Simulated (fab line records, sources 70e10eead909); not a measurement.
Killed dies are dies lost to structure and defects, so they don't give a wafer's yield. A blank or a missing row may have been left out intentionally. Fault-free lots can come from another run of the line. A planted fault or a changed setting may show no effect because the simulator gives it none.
fab line records	flow nandHarc	part 1 of 2: steps 1 to 29 of 35
record lots=5	wafers=15	lastDay=23
route steps=1159 shown A_CHANNEL_FILL_D1@517 A_STAIRCASE@519
lots with no fault: from the same line, run without faults
startH: start of the lot's first displayed wafer, in hours after the record's first day	waitH: how many hours have passed since the lot's step before this one	" same as the row above	L1.1+2: several wafers, shown together as one row	- no value, or no start given	* or withheld: withheld	< > ~ a bound
route shown NAME@n: a module of which the file shows steps, and the number in the route of the first	usual: the fault-free wafers' mean and standard deviation	same: alike in all rows	chamber/n: place in a boat	sites: each site's reading	_std_site: standard deviation of those values	_edge_site: outer sites' mean less inner sites'	radiusMm: for every site, how far away it sits from the centre of the wafer	mask NAME#n: copy n	behind: the tool/chamber that last shaped the wafer	hold: why the lot was held/for how many hours/how that ended	device: whichever transistor did not switch (one of n, p or np)	end of line: the route-end tests of the same wafers	where a step has no rows: the recipe by itself	killed: count of dies lost to structure and defects at first sort (not the wafer's yield)	map: a wafer's dies, x killed, . not, _ none there
set.NAME: setting as actually run; set.NAME@STEP: the setting as run at that earlier step	model.NAME: the simulator's own value behind a step, which no gauge read
certain route steps with their lots: each step a table, each wafer a row
services: from which hour (startH, from the record's first day; less than 0 if before it) a tool's chamber was out of use, for how many hours, and why
## steps
# step NHARC_A_CHANNEL_FILL_D1_RTA_24
# recipe tempC=1000	timeS=5
# usual lampPowerPct=28.4/0.43	wafer_temp_C_max=1003.8/1
lot.wafer	tool	chamber	startH	waitH	lampPowerPct	wafer_temp_C_max
L078.1	rtpAnneal-01	0	254.08	0.0	28.7	1002.2
L078.2	"	0	"	"	28.7	1003.3
L078.4	"	0	"	"	28.7	1003.9
L083.1	rtpAnneal-01	0	284.13	0.0	28.7	1003.0
L083.5	"	0	"	"	28.7	1003.9
L083.6	"	0	"	"	28.7	1002.9
L084.3	rtpAnneal-02	0	284.24	0.1	27.8	1006.1
L084.5	"	0	"	"	27.8	1004.3
L084.6	"	0	"	"	27.9	1002.9
L096.1	rtpAnneal-02	0	358.61	0.0	27.8	1004.4
L096.2	"	0	"	"	27.8	1003.5
L096.5	"	0	"	"	27.8	1003.7
L097.1	rtpAnneal-01	0	367.68	0.0	28.8	1003.0
L097.3	"	0	"	"	28.7	1003.6
L097.6	"	0	"	"	28.8	1002.8
# step NHARC_A_CHANNEL_FILL_D1_INSPECT_13
# usual rawDefectCount=285/98
lot.wafer	tool	chamber	startH	waitH	rawDefectCount
L078.1	defectInspect-02	-	254.27	0.2	203
L078.2	"	-	"	"	184
L078.4	"	-	"	"	215
L083.1	defectInspect-02	-	284.32	0.2	197
L083.5	"	-	"	"	334
L083.6	"	-	"	"	236
L084.3	defectInspect-01	-	284.38	0.1	143
L084.5	"	-	"	"	269
L084.6	"	-	"	"	174
L096.1	defectInspect-02	-	358.81	0.2	374
L096.2	"	-	"	"	375
L096.5	"	-	"	"	211
L097.1	defectInspect-01	-	367.90	0.2	140
L097.3	"	-	"	"	191
L097.6	"	-	"	"	223
# step NHARC_A_STAIRCASE_DEP_156
# recipe targetThkA=500	tempC=400	targetThkNm=50	flowSccm=200	rfW=450	material=SiNx
# usual heaterPowerW=756/100
lot.wafer	tool	chamber	startH	waitH	heaterPowerW
L078.1	pecvd-02	2	254.37	0.1	862
L078.2	"	0	"	"	787
L078.4	"	2	"	"	841
L083.1	pecvd-04	1	284.45	0.1	850
L083.5	"	2	"	"	748
L083.6	"	1	"	"	837
L084.3	pecvd-01	2	284.47	0.1	931
L084.6	"	2	"	"	923
L084.5	"	0	"	"	672
L096.2	pecvd-01	2	358.87	0.1	872
L096.1	"	0	"	"	661
L096.5	"	0	"	"	647
L097.3	pecvd-01	1	368.11	0.2	546
L097.1	"	0	"	"	690
L097.6	"	0	"	"	688
# step NHARC_A_STAIRCASE_DEHYDRATE_158
# recipe tempC=150	timeS=120
lot.wafer	tool	chamber	startH	waitH
L078.1+2+4	lithoTrack-05	0	254.61	0.2
L083.1+5+6	lithoTrack-07	0	284.66	0.2
L084.3+5+6	lithoTrack-05	0	284.72	0.2
L096.1+2+5	lithoTrack-03	0	359.14	0.2
L097.1+3+6	lithoTrack-03	0	368.38	0.2
# step NHARC_A_STAIRCASE_HMDS_159
# recipe timeS=30
lot.wafer	tool	chamber	startH	waitH
L078.1+2+4	lithoTrack-05	0	-	-
L083.1+5+6	lithoTrack-07	0	-	-
L084.3+5+6	lithoTrack-05	0	-	-
L096.1+2+5	lithoTrack-03	0	-	-
L097.1+3+6	lithoTrack-03	0	-	-
# step NHARC_A_STAIRCASE_COAT_160
# recipe spinRpm=1200
# usual spinSpeedRpm=1200.0/0.88
lot.wafer	tool	chamber	startH	waitH	spinSpeedRpm
L078.1	lithoTrack-05	0	-	-	1198.8
L078.2	"	0	"	"	1199.7
L078.4	"	0	"	"	1197.9
L083.1	lithoTrack-07	0	-	-	1199.4
L083.5	"	0	"	"	1199.3
L083.6	"	0	"	"	1200.3
L084.3	lithoTrack-05	0	-	-	1199.7
L084.5	"	0	"	"	1198.8
L084.6	"	0	"	"	1199.8
L096.1	lithoTrack-03	0	-	-	1199.5
L096.2	"	0	"	"	1200.2
L096.5	"	0	"	"	1200.3
L097.1	lithoTrack-03	0	-	-	1200.4
L097.3	"	0	"	"	1198.3
L097.6	"	0	"	"	1199.6
# step NHARC_A_STAIRCASE_SOFTBAKE_161
# recipe tempC=135	timeS=170
lot.wafer	tool	chamber	startH	waitH
L078.1+2+4	lithoTrack-05	0	-	-
L083.1+5+6	lithoTrack-07	0	-	-
L084.3+5+6	lithoTrack-05	0	-	-
L096.1+2+5	lithoTrack-03	0	-	-
L097.1+3+6	lithoTrack-03	0	-	-
# step NHARC_A_STAIRCASE_EBR_162
lot.wafer	tool	chamber	startH	waitH
L078.1+2+4	lithoTrack-05	0	-	-
L083.1+5+6	lithoTrack-07	0	-	-
L084.3+5+6	lithoTrack-05	0	-	-
L096.1+2+5	lithoTrack-03	0	-	-
L097.1+3+6	lithoTrack-03	0	-	-
# step NHARC_A_STAIRCASE_EXPOSE_163
# recipe na=0.5	doseMj=20.01	maskId=STAIR_OPEN
# usual stageVelMmS=499.93/0.23
# same na=0.5
lot.wafer	tool	chamber	startH	waitH	mask	stageVelMmS
L078.1	krfScanner-03	0	254.94	-	STAIR_OPEN#0	499.85
L078.2	"	0	"	"	STAIR_OPEN#0	499.90
L078.4	"	0	"	"	STAIR_OPEN#0	500.10
L083.1	krfScanner-03	0	284.87	-	STAIR_OPEN#0	499.61
L083.5	"	0	"	"	STAIR_OPEN#0	499.76
L083.6	"	0	"	"	STAIR_OPEN#0	499.92
L084.3	krfScanner-02	0	285.06	-	STAIR_OPEN#0	499.94
L084.5	"	0	"	"	STAIR_OPEN#0	500.27
L084.6	"	0	"	"	STAIR_OPEN#0	500.09
L096.1	krfScanner-04	0	359.48	-	STAIR_OPEN#0	499.54
L096.2	"	0	"	"	STAIR_OPEN#0	500.19
L096.5	"	0	"	"	STAIR_OPEN#0	499.85
L097.1	krfScanner-03	0	368.71	-	STAIR_OPEN#0	500.12
L097.3	"	0	"	"	STAIR_OPEN#0	500.21
L097.6	"	0	"	"	STAIR_OPEN#0	500.38
# step NHARC_A_STAIRCASE_PEB_164
# recipe pebTempC=115	pebTimeS=130
lot.wafer	tool	chamber	startH	waitH
L078.1+2+4	lithoTrack-07	0	255.01	0.1
L083.1+5+6	lithoTrack-03	0	284.95	0.1
L084.3+5+6	lithoTrack-05	0	285.12	0.1
L096.1+2+5	lithoTrack-03	0	359.54	0.1
L097.1+3+6	lithoTrack-05	0	368.78	0.1
# step NHARC_A_STAIRCASE_DEVELOP_165
# recipe timeS=140
lot.wafer	tool	chamber	startH	waitH
L078.1+2+4	lithoTrack-07	0	-	-
L083.1+5+6	lithoTrack-03	0	-	-
L084.3+5+6	lithoTrack-05	0	-	-
L096.1+2+5	lithoTrack-03	0	-	-
L097.1+3+6	lithoTrack-05	0	-	-
# step NHARC_A_STAIRCASE_HARDBAKE_167
# recipe tempC=120	timeS=140
lot.wafer	tool	chamber	startH	waitH
L078.1+2+4	lithoTrack-03	0	255.23	-
L083.1+5+6	lithoTrack-03	0	285.16	-
L084.3+5+6	lithoTrack-05	0	285.35	-
L096.1+2+5	lithoTrack-07	0	359.76	-
L097.1+3+6	lithoTrack-05	0	369.00	-
# step NHARC_A_STAIRCASE_DESCUM_168
# recipe timeS=3	o2FlowSccm=200	arFlowSccm=0	biasPowerW=0	chemistry=O2
# usual drypumpMotorCurrentA=5.7/0.33	oesProductAu=1.000/0.012	rfVppV=57.9/0.9	showerheadPlenumPTorr=1.93/0.076	throttleValvePct=11.312/0.01
lot.wafer	tool	chamber	startH	waitH	drypumpMotorCurrentA	oesProductAu	rfHoursCounterH	rfVppV	showerheadPlenumPTorr	throttleValvePct
L078.2	rieDiel-01	0	255.33	-	5.4	0.990	36	57.9	1.95	11.309
L078.4	"	1	"	"	5.8	0.985	35	58.6	1.80	11.307
L078.1	"	2	"	"	5.8	1.012	40	58.4	2.02	11.308
L083.1	rieDiel-01	3	285.28	-	6.1	1.009	53	58.2	1.95	11.309
L083.5	"	0	"	"	5.4	0.995	-	56.8	1.95	11.316
L083.6	"	1	"	"	5.8	0.993	-	57.7	1.80	11.299
L084.3	rieDiel-11	1	285.43	-	5.8	0.991	34	58.7	1.87	11.308
L084.6	"	1	"	"	5.8	0.995	-	56.7	1.87	11.314
L084.5	"	2	"	"	5.6	0.988	-	57.9	1.84	11.338
L096.1	rieDiel-01	2	359.87	-	5.8	0.996	14	58.3	2.01	11.319
L096.2	"	3	"	"	6.1	0.986	16	57.1	1.94	11.322
L096.5	"	1	"	"	5.9	1.004	-	56.7	1.79	11.304
L097.3	rieDiel-01	2	369.10	-	5.8	0.994	15	57.2	2.01	11.295
L097.1	"	0	"	"	5.4	0.980	20	58.4	1.94	11.314
L097.6	"	1	"	"	5.9	1.015	-	57.8	1.79	11.311
# step NHARC_A_STAIRCASE_ETCH_169
# recipe targetDepthA=500	timeS=107.1	ionEnergyEv=120	ch3fFlowSccm=50	o2FlowSccm=30	arFlowSccm=200	rfW=500	biasW=100	chemistry=CH3F/O2
# usual drypumpMotorCurrentA=5.7/0.34	oesProductAu=0.958/0.021	rfVppV=244.7/1.5	showerheadPlenumPTorr=2.49/0.093	throttleValvePct=20.663/0.009
lot.wafer	tool	chamber	startH	waitH	drypumpMotorCurrentA	oesProductAu	rfHoursCounterH	rfVppV	showerheadPlenumPTorr	throttleValvePct
L078.4	rieDiel-01	2	255.41	0.1	5.8	0.992	40	246.2	2.59	20.649
L078.1	"	3	"	"	6.1	0.972	41	244.6	2.50	20.662
L078.2	"	0	"	"	5.3	0.974	36	244.7	2.51	20.656
L083.1	rieDiel-01	3	285.35	0.1	6.1	0.934	53	245.0	2.50	20.663
L083.5	"	2	"	"	5.8	0.940	-	246.4	2.59	20.668
L083.6	"	3	"	"	6.1	0.941	-	244.0	2.50	20.669
L084.3	rieDiel-11	1	285.53	0.1	5.8	0.953	34	243.7	2.40	20.670
L084.6	"	3	"	"	5.8	0.959	-	246.5	2.55	20.660
L084.5	"	0	"	"	5.4	0.990	-	246.8	2.59	20.684
L096.2	rieDiel-01	3	359.95	0.1	6.1	0.970	16	243.0	2.49	20.663
L096.1	"	0	"	"	5.4	0.958	18	245.2	2.49	20.657
L096.5	"	3	"	"	6.1	0.963	-	245.4	2.49	20.657
L097.3	rieDiel-01	0	369.17	0.1	5.4	0.964	20	244.9	2.49	20.658
L097.1	"	3	"	"	6.1	0.966	18	244.1	2.49	20.659
L097.6	"	0	"	"	5.4	0.967	-	245.2	2.49	20.666
# step NHARC_A_STAIRCASE_ETCH_170
# recipe targetDepthA=2000	timeS=66.667	ionEnergyEv=250	c4f6FlowSccm=25	o2FlowSccm=20	arFlowSccm=500	rfW=600	biasW=500	chemistry=C4F6/O2
# usual drypumpMotorCurrentA=5.7/0.35	oesProductAu=0.973/0.016	rfVppV=548/3	showerheadPlenumPTorr=3.96/0.14	throttleValvePct=26.903/0.0094
lot.wafer	tool	chamber	startH	waitH	drypumpMotorCurrentA	oesProductAu	rfHoursCounterH	rfVppV	showerheadPlenumPTorr	throttleValvePct
L078.1	rieDiel-01	3	-	-	6.1	0.979	41	547	3.99	26.906
L078.4	"	0	"	"	5.4	0.962	36	548	3.99	26.919
L078.2	"	2	"	"	5.8	0.995	40	552	4.12	26.905
L083.1	rieDiel-01	0	-	-	5.4	0.932	48	547	3.99	26.898
L083.5	"	3	"	"	6.1	0.956	-	547	3.99	26.917
L083.6	"	0	"	"	5.3	0.934	-	548	3.99	26.909
L084.3	rieDiel-11	2	-	-	5.6	0.965	37	543	3.80	26.895
L084.5	"	1	"	"	5.8	0.971	-	545	3.84	26.926
L084.6	"	2	"	"	5.6	0.965	-	544	3.80	26.900
L096.1	rieDiel-01	2	-	-	5.8	0.974	14	551	4.10	26.912
L096.2	"	0	"	"	5.4	0.959	18	549	3.97	26.910
L096.5	"	2	"	"	5.8	0.985	-	550	4.10	26.905
L097.1	rieDiel-01	1	-	-	5.9	0.986	17	542	3.70	26.901
L097.3	"	2	"	"	5.8	0.971	15	551	4.10	26.913
L097.6	"	1	"	"	5.9	0.990	-	542	3.70	26.913
# step NHARC_A_STAIRCASE_STRIP_171
# recipe powerW=1500	tempC=250	chemistry=O2
# usual drypumpMotorCurrentA=5.6/0.33	heaterPowerW=352/9.5	tempC=249.99/0.2
lot.wafer	tool	chamber	startH	waitH	drypumpMotorCurrentA	heaterPowerW	rfHoursCounterH	tempC
L078.1	plasmaAsher-01	1	255.65	-	5.7	375	50	249.89
L078.2	"	0	"	"	5.2	351	50	249.92
L078.4	"	1	"	"	5.7	374	-	250.08
L083.1	plasmaAsher-02	0	285.62	-	5.5	359	32	250.06
L083.6	"	1	"	"	6.1	359	-	250.04
L083.5	"	0	"	"	5.5	344	-	249.77
L084.3	plasmaAsher-01	1	285.84	-	5.7	345	-	249.98
L084.5	"	1	"	"	5.7	353	-	250.10
L084.6	"	0	"	"	5.2	347	-	249.93
L096.2	plasmaAsher-01	0	360.45	-	5.2	348	24	249.65
L096.1	"	1	"	"	5.7	349	24	250.02
L096.5	"	0	"	"	5.2	346	-	249.99
L097.1	plasmaAsher-02	1	369.45	-	6.1	332	0	249.44
L097.3	"	1	"	"	6.1	336	-	249.74
L097.6	"	0	"	"	5.5	328	-	250.19
# step NHARC_A_STAIRCASE_STRIP_172
# recipe timeS=900	tempC=130	chemistry=SPM
# usual bathHeatDutyPct=14.7/1.7	tempC=129.99/0.14
lot.wafer	tool	chamber	startH	waitH	bathHeatDutyPct	tempC
L078.1	wetBench-07	0	256.00	0.3	13.4	130.16
L078.4	"	3	"	"	15.5	129.92
L078.2	"	4	"	"	15.7	129.77
L083.5	wetBench-02	5	285.94	0.1	11.6	129.65
L083.6	"	6	"	"	12.5	129.88
L083.1	"	0	"	"	12.5	129.79
L084.6	wetBench-07	6	286.09	0.1	14.3	130.12
L084.5	"	0	"	"	12.3	129.93
L084.3	"	1	"	"	16.3	130.23
L096.1	wetBench-07	5	360.81	0.3	14.4	129.86
L096.5	"	6	"	"	15.0	129.91
L096.2	"	1	"	"	16.2	130.07
L097.6	wetBench-05	2	369.74	0.1	16.3	129.91
L097.1	"	3	"	"	14.0	130.19
L097.3	"	4	"	"	16.3	130.00
# step NHARC_A_STAIRCASE_PRECLEAN_173
# recipe timeS=*	tempC=50	bathAgeMin=0	chemistry=SC1
# usual bathHeatDutyPct=7.0/0.87	tempC=50.01/0.12
lot.wafer	tool	chamber	startH	waitH	bathHeatDutyPct	tempC
L078.1	wetBench-07	0	-	-	5.9	50.16
L078.4	"	3	"	"	7.1	50.01
L078.2	"	4	"	"	8.9	49.69
L083.5	wetBench-02	5	-	-	5.4	50.00
L083.6	"	6	"	"	6.3	49.89
L083.1	"	0	"	"	6.1	49.98
L084.6	wetBench-07	6	-	-	7.2	50.10
L084.5	"	0	"	"	5.6	50.02
L084.3	"	1	"	"	8.1	50.22
L096.1	wetBench-07	5	-	-	5.7	50.02
L096.5	"	6	"	"	7.0	50.09
L096.2	"	1	"	"	8.8	49.81
L097.6	wetBench-05	2	-	-	9.0	50.02
L097.1	"	3	"	"	6.7	49.97
L097.3	"	4	"	"	6.7	50.26
# step NHARC_A_STAIRCASE_SRD_174
lot.wafer	tool	chamber	startH	waitH
L078.1+4+2	wetBench-07	0,3,4	-	-
L083.5+6+1	wetBench-02	5,6,0	-	-
L084.6+5+3	wetBench-07	6,0,1	-	-
L096.1+5+2	wetBench-07	5,6,1	-	-
L097.6+1+3	wetBench-05	2,3,4	-	-
# step NHARC_A_STAIRCASE_DEHYDRATE_01
# recipe tempC=150	timeS=120
lot.wafer	tool	chamber	startH	waitH
L078.1+2+4	lithoTrack-03	0	256.46	-
L083.1+5+6	lithoTrack-05	0	286.38	-
L084.3+5+6	lithoTrack-03	0	286.55	-
L096.1+2+5	lithoTrack-07	0	361.27	-
L097.1+3+6	lithoTrack-05	0	370.21	-
# step NHARC_A_STAIRCASE_HMDS_02
# recipe timeS=30
lot.wafer	tool	chamber	startH	waitH
L078.1+2+4	lithoTrack-03	0	-	-
L083.1+5+6	lithoTrack-05	0	-	-
L084.3+5+6	lithoTrack-03	0	-	-
L096.1+2+5	lithoTrack-07	0	-	-
L097.1+3+6	lithoTrack-05	0	-	-
# step NHARC_A_STAIRCASE_COAT_03
# recipe spinRpm=1200
# usual spinSpeedRpm=1199.9/0.8
lot.wafer	tool	chamber	startH	waitH	spinSpeedRpm
L078.1	lithoTrack-03	0	-	-	1197.7
L078.2	"	0	"	"	1199.2
L078.4	"	0	"	"	1199.9
L083.1	lithoTrack-05	0	-	-	1199.5
L083.5	"	0	"	"	1200.8
L083.6	"	0	"	"	1199.7
L084.3	lithoTrack-03	0	-	-	1200.0
L084.5	"	0	"	"	1199.4
L084.6	"	0	"	"	1199.6
L096.1	lithoTrack-07	0	-	-	1201.3
L096.2	"	0	"	"	1201.2
L096.5	"	0	"	"	1199.6
L097.1	lithoTrack-05	0	-	-	1201.2
L097.3	"	0	"	"	1199.0
L097.6	"	0	"	"	1199.9
# step NHARC_A_STAIRCASE_SOFTBAKE_04
# recipe tempC=135	timeS=170
lot.wafer	tool	chamber	startH	waitH
L078.1+2+4	lithoTrack-03	0	-	-
L083.1+5+6	lithoTrack-05	0	-	-
L084.3+5+6	lithoTrack-03	0	-	-
L096.1+2+5	lithoTrack-07	0	-	-
L097.1+3+6	lithoTrack-05	0	-	-
# step NHARC_A_STAIRCASE_EBR_05
lot.wafer	tool	chamber	startH	waitH
L078.1+2+4	lithoTrack-03	0	-	-
L083.1+5+6	lithoTrack-05	0	-	-
L084.3+5+6	lithoTrack-03	0	-	-
L096.1+2+5	lithoTrack-07	0	-	-
L097.1+3+6	lithoTrack-05	0	-	-
# step NHARC_A_STAIRCASE_EXPOSE_06
# recipe na=0.5	doseMj=25.43	maskId=STAIR
# usual stageVelMmS=500.01/0.25
# same na=0.5
lot.wafer	tool	chamber	startH	waitH	mask	stageVelMmS
L078.1	krfScanner-03	0	256.80	-	STAIR#0	499.98
L078.2	"	0	"	"	STAIR#0	499.98
L078.4	"	0	"	"	STAIR#0	499.93
L083.1	krfScanner-04	0	286.71	-	STAIR#0	499.84
L083.5	"	0	"	"	STAIR#0	499.98
L083.6	"	0	"	"	STAIR#0	499.98
L084.3	krfScanner-03	0	286.90	-	STAIR#0	500.63
L084.5	"	0	"	"	STAIR#0	500.45
L084.6	"	0	"	"	STAIR#0	500.22
L096.1	krfScanner-03	0	361.49	-	STAIR#0	499.60
L096.2	"	0	"	"	STAIR#0	499.75
L096.5	"	0	"	"	STAIR#0	499.66
L097.1	krfScanner-02	0	370.54	-	STAIR#0	499.85
L097.3	"	0	"	"	STAIR#0	499.79
L097.6	"	0	"	"	STAIR#0	499.93
# step NHARC_A_STAIRCASE_PEB_07
# recipe pebTempC=115	pebTimeS=130
lot.wafer	tool	chamber	startH	waitH
L078.1+2+4	lithoTrack-05	0	256.86	0.1
L083.1+5+6	lithoTrack-05	0	286.77	0.1
L084.3+5+6	lithoTrack-05	0	286.95	0.1
L096.1+2+5	lithoTrack-03	0	361.56	0.1
L097.1+3+6	lithoTrack-05	0	370.61	0.1
# step NHARC_A_STAIRCASE_DEVELOP_08
# recipe timeS=140
lot.wafer	tool	chamber	startH	waitH
L078.1+2+4	lithoTrack-05	0	-	-
L083.1+5+6	lithoTrack-05	0	-	-
L084.3+5+6	lithoTrack-05	0	-	-
L096.1+2+5	lithoTrack-03	0	-	-
L097.1+3+6	lithoTrack-05	0	-	-
# step NHARC_A_STAIRCASE_HARDBAKE_10
# recipe tempC=120	timeS=140
lot.wafer	tool	chamber	startH	waitH
L078.1+2+4	lithoTrack-03	0	257.08	-
L083.1+5+6	lithoTrack-03	0	286.99	-
L084.3+5+6	lithoTrack-07	0	287.18	-
L096.1+2+5	lithoTrack-05	0	361.77	-
L097.1+3+6	lithoTrack-05	0	370.82	-
# step NHARC_A_STAIRCASE_DESCUM_11
# recipe timeS=3	o2FlowSccm=200	arFlowSccm=0	biasPowerW=0	chemistry=O2
# usual drypumpMotorCurrentA=5.7/0.37	oesProductAu=1.003/0.011	rfVppV=57.9/0.91	showerheadPlenumPTorr=1.94/0.072	throttleValvePct=11.311/0.009
lot.wafer	tool	chamber	startH	waitH	drypumpMotorCurrentA	oesProductAu	rfHoursCounterH	rfVppV	showerheadPlenumPTorr	throttleValvePct
L078.2	rieDiel-01	1	257.18	-	5.8	1.006	36	58.6	1.80	11.318
L078.1	"	2	"	"	5.8	1.014	40	59.3	2.02	11.304
L078.4	"	3	"	"	6.1	1.005	41	57.3	1.95	11.299
L083.1	rieDiel-11	3	287.11	-	5.8	0.979	34	58.5	1.99	11.318
L083.5	"	0	"	"	5.5	1.011	-	58.5	2.02	11.324
L083.6	"	1	"	"	5.8	0.996	-	57.6	1.87	11.292
L084.3	rieDiel-01	2	287.29	-	5.8	0.999	53	57.6	2.02	11.312
L084.6	"	3	"	"	6.0	1.015	-	58.6	1.95	11.324
L084.5	"	0	"	"	5.3	1.000	-	58.7	1.95	11.299
L096.1	rieDiel-13	3	361.88	-	5.4	0.999	30	57.6	1.86	11.302
L096.2	"	0	"	"	6.6	1.019	29	58.9	2.05	11.318
L096.5	"	2	"	"	5.2	1.009	-	58.8	1.93	11.321
L097.3	rieDiel-13	2	370.92	-	5.2	1.018	33	58.1	1.93	11.310
L097.1	"	0	"	"	6.7	1.018	32	59.1	2.05	11.316
L097.6	"	2	"	"	5.2	1.020	-	58.9	1.93	11.303
